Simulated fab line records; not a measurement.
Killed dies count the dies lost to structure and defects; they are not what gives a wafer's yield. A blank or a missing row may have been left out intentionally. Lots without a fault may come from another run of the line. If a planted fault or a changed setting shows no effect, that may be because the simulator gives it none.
Which of the tools did it? :: flow n5_finfet :: 11 lots with 33 wafers sampled at 5 steps, on a route of 1938 steps

WHAT EACH GAUGE READ, for each wafer
N5_BEOL_M12_INSPECT_55: inspects for defects (darkfield).
lot: L414
measured: day 10 13:35
on: defect_inspect-02
raw_defect_count: 99 55 39

lot: L416
measured: day 11 02:35
on: defect_inspect-01
raw_defect_count: 68 93 59

lot: L417
measured: day 11 14:18
on: defect_inspect-02
raw_defect_count: 78 91 53

lot: L420
measured: day 12 03:56
on: defect_inspect-01
raw_defect_count: 53 45 60

lot: L421
measured: day 12 15:50
on: defect_inspect-01
raw_defect_count: 71 58 70

lot: L429
measured: day 15 05:02
on: defect_inspect-01
raw_defect_count: 90 65 91

lot: L428
measured: day 15 07:28
on: defect_inspect-02
raw_defect_count: 113 65 74

lot: L430
measured: day 15 07:38
on: defect_inspect-01
raw_defect_count: 44 48 62

lot: L431
measured: day 15 14:25
on: defect_inspect-01
raw_defect_count: 83 104 78

lot: L434
measured: day 16 09:37
on: defect_inspect-01
raw_defect_count: 104 94 58

lot: L437
measured: day 17 15:10
on: defect_inspect-01
raw_defect_count: 72 53 100

N5_BEOL_M13_CD_MEAS_10: target cd 190 nm.
lot: L414
measured: day 10 14:05
on: cd_sem-02
cd_nm (nm): 189.7 189.5 190.3

lot: L416
measured: day 11 03:08
on: cd_sem-03
cd_nm (nm): 191.7 191.1 190.1

lot: L417
measured: day 11 14:47
on: cd_sem-03
cd_nm (nm): 188.6 189.4 190.6

lot: L420
measured: day 12 04:26
on: cd_sem-03
cd_nm (nm): 191.6 189.7 189.3

lot: L421
measured: day 12 16:30
on: cd_sem-03
cd_nm (nm): 187.0 186.0 189.3

lot: L429
measured: day 15 05:39
on: cd_sem-02
cd_nm (nm): 192.5 190.2 192.2

lot: L428
measured: day 15 07:58
on: cd_sem-02
cd_nm (nm): 191.0 191.7 192.2

lot: L430
measured: day 15 08:08
on: cd_sem-03
cd_nm (nm): 191.7 192.8 192.8

lot: L431
measured: day 15 15:02
on: cd_sem-02
cd_nm (nm): 189.1 191.5 191.3

lot: L434
measured: day 16 10:14
on: cd_sem-02
cd_nm (nm): 189.5 192.5 190.0

lot: L437
measured: day 17 15:47
on: cd_sem-01
cd_nm (nm): 189.3 191.1 188.9

N5_BEOL_M13_OVL_MEAS_11.
lot: L414
measured: day 10 14:07
on: overlay-02
V12_OVL (nm): 10 11 17

lot: L416
measured: day 11 03:10
on: overlay-02
V12_OVL (nm): 4 5 0

lot: L417
measured: day 11 14:49
on: overlay-01
V12_OVL (nm): 8 0 11

lot: L420
measured: day 12 04:28
on: overlay-02
V12_OVL (nm): 5 7 6

lot: L421
measured: day 12 16:32
on: overlay-01
V12_OVL (nm): 11 10 15

lot: L429
measured: day 15 05:41
on: overlay-01
V12_OVL (nm): 7 3 8

lot: L428
measured: day 15 07:59
on: overlay-01
V12_OVL (nm): 31 34 37

lot: L430
measured: day 15 08:10
on: overlay-02
V12_OVL (nm): 42 37 37

lot: L431
measured: day 15 15:04
on: overlay-02
V12_OVL (nm): 3 7 4

lot: L434
measured: day 16 10:16
on: overlay-02
V12_OVL (nm): 7 3 20

lot: L437
measured: day 17 15:49
on: overlay-01
V12_OVL (nm): 11 7 11

WHAT TOOL EACH LOT RAN ON (gives the tool, then ch and the chambers of the sampled wafers, and finally the start)
lot: L414
N5_BEOL_M12_DEGAS_41: pvd_sputter-02, day 10 12:20
N5_BEOL_M13_EXPOSE_07: krf_scanner-01 ch 0, day 10 13:55

lot: L416
N5_BEOL_M12_DEGAS_41: pvd_sputter-01, day 11 01:05
N5_BEOL_M13_EXPOSE_07: krf_scanner-01 ch 0, day 11 02:58

lot: L417
N5_BEOL_M12_DEGAS_41: pvd_sputter-01, day 11 13:03
N5_BEOL_M13_EXPOSE_07: krf_scanner-01 ch 0, day 11 14:37

lot: L420
N5_BEOL_M12_DEGAS_41: pvd_sputter-01, day 12 02:42
N5_BEOL_M13_EXPOSE_07: krf_scanner-01 ch 0, day 12 04:16

lot: L421
N5_BEOL_M12_DEGAS_41: pvd_sputter-03, day 12 14:29
N5_BEOL_M13_EXPOSE_07: krf_scanner-02 ch 0, day 12 16:20

lot: L429
N5_BEOL_M12_DEGAS_41: pvd_sputter-01, day 15 03:02
N5_BEOL_M13_EXPOSE_07: krf_scanner-02 ch 0, day 15 05:29

lot: L428
N5_BEOL_M12_DEGAS_41: pvd_sputter-01, day 15 06:13
N5_BEOL_M13_EXPOSE_07: krf_scanner-02 ch 0, day 15 07:47

lot: L430
N5_BEOL_M12_DEGAS_41: pvd_sputter-02, day 15 06:23
N5_BEOL_M13_EXPOSE_07: krf_scanner-02 ch 0, day 15 07:58

lot: L431
N5_BEOL_M12_DEGAS_41: pvd_sputter-01, day 15 13:08
N5_BEOL_M13_EXPOSE_07: krf_scanner-01 ch 0, day 15 14:52

lot: L434
N5_BEOL_M12_DEGAS_41: pvd_sputter-01, day 16 08:08
N5_BEOL_M13_EXPOSE_07: krf_scanner-01 ch 0, day 16 10:04

lot: L437
N5_BEOL_M12_DEGAS_41: pvd_sputter-02, day 17 13:54
N5_BEOL_M13_EXPOSE_07: krf_scanner-01 ch 0, day 17 15:37
- N5_BEOL_M12_DEGAS_41: time 60 s.
- N5_BEOL_M13_EXPOSE_07: exposes mask V12.

WHAT THE TOOLS THEMSELVES READ (means of the sampled wafers that have a number; where no wafer has one, the mark that the record gives instead)
N5_BEOL_M12_DEGAS_41.
lot: L414
tool: pvd_sputter-02
heater_power_w (W): 327

lot: L416
tool: pvd_sputter-01
heater_power_w (W): 328

lot: L417
tool: pvd_sputter-01
heater_power_w (W): 332

lot: L420
tool: pvd_sputter-01
heater_power_w (W): 319

lot: L421
tool: pvd_sputter-03
heater_power_w (W): 331

lot: L429
tool: pvd_sputter-01
heater_power_w (W): 316

lot: L428
tool: pvd_sputter-01
heater_power_w (W): 322

lot: L430
tool: pvd_sputter-02
heater_power_w (W): 348

lot: L431
tool: pvd_sputter-01
heater_power_w (W): 314

lot: L434
tool: pvd_sputter-01
heater_power_w (W): 316

lot: L437
tool: pvd_sputter-02
heater_power_w (W): 357

N5_BEOL_M13_EXPOSE_07.
lot: L414
tool: krf_scanner-01
stage_vel_mm_s (mm/s): 500.12

lot: L416
tool: krf_scanner-01
stage_vel_mm_s (mm/s): 499.91

lot: L417
tool: krf_scanner-01
stage_vel_mm_s (mm/s): 499.85

lot: L420
tool: krf_scanner-01
stage_vel_mm_s (mm/s): 499.81

lot: L421
tool: krf_scanner-02
stage_vel_mm_s (mm/s): 499.65

lot: L429
tool: krf_scanner-02
stage_vel_mm_s (mm/s): 499.86

lot: L428
tool: krf_scanner-02
stage_vel_mm_s (mm/s): 500.00

lot: L430
tool: krf_scanner-02
stage_vel_mm_s (mm/s): 500.43

lot: L431
tool: krf_scanner-01
stage_vel_mm_s (mm/s): 500.01

lot: L434
tool: krf_scanner-01
stage_vel_mm_s (mm/s): 499.89

lot: L437
tool: krf_scanner-01
stage_vel_mm_s (mm/s): 500.31

THE ANSWER, worked out from the rows above alone
Rule: the usual values come from the lots themselves. Put in order of their means at a reading, lots are off if they are a third of the lots or fewer, leave a main group of 4 or more, and stand apart from it by a gap of 3 or more times the standard deviation of the main group's means; of several such gaps the widest counts. The tables above print the reading to a certain number of digits; a main group whose means all agree to those digits is not used. A lot without any number at a reading at which 4 lots or more have one is off too. The other lots that the step has rows for count as sound. After the gauges, taken in route order, come the tools' own readings; for these a lot's mean is taken, as printed above. At the first step where some lot is off, the reading lying furthest off is the one used; lots without a number count as furthest.
Off: L428, L430, seen at N5_BEOL_M13_OVL_MEAS_11 (V12_OVL). The main group has a mean of 8 nm with a standard deviation of 3.2.
If a tool, at a process step before that reading, ran all the lots that are off and no sound lot after the first of them, it fits. The gauges at N5_BEOL_M13_OVL_MEAS_11 are tried like those tools. One fits: krf_scanner-02 at N5_BEOL_M13_EXPOSE_07. Its last sound lot is L429 (day 15 05:29), its first lot that is off L428 (day 15 07:47): a fault that began between those two fits.

WHAT HAD BEEN PUT IN BY THE SIMULATOR
Scanner matching overlay: krf_scanner-02, from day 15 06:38 on, at N5_BEOL_M13_EXPOSE_07. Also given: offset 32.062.
Lots struck among those shown: L428, L430. The rule above found the same.
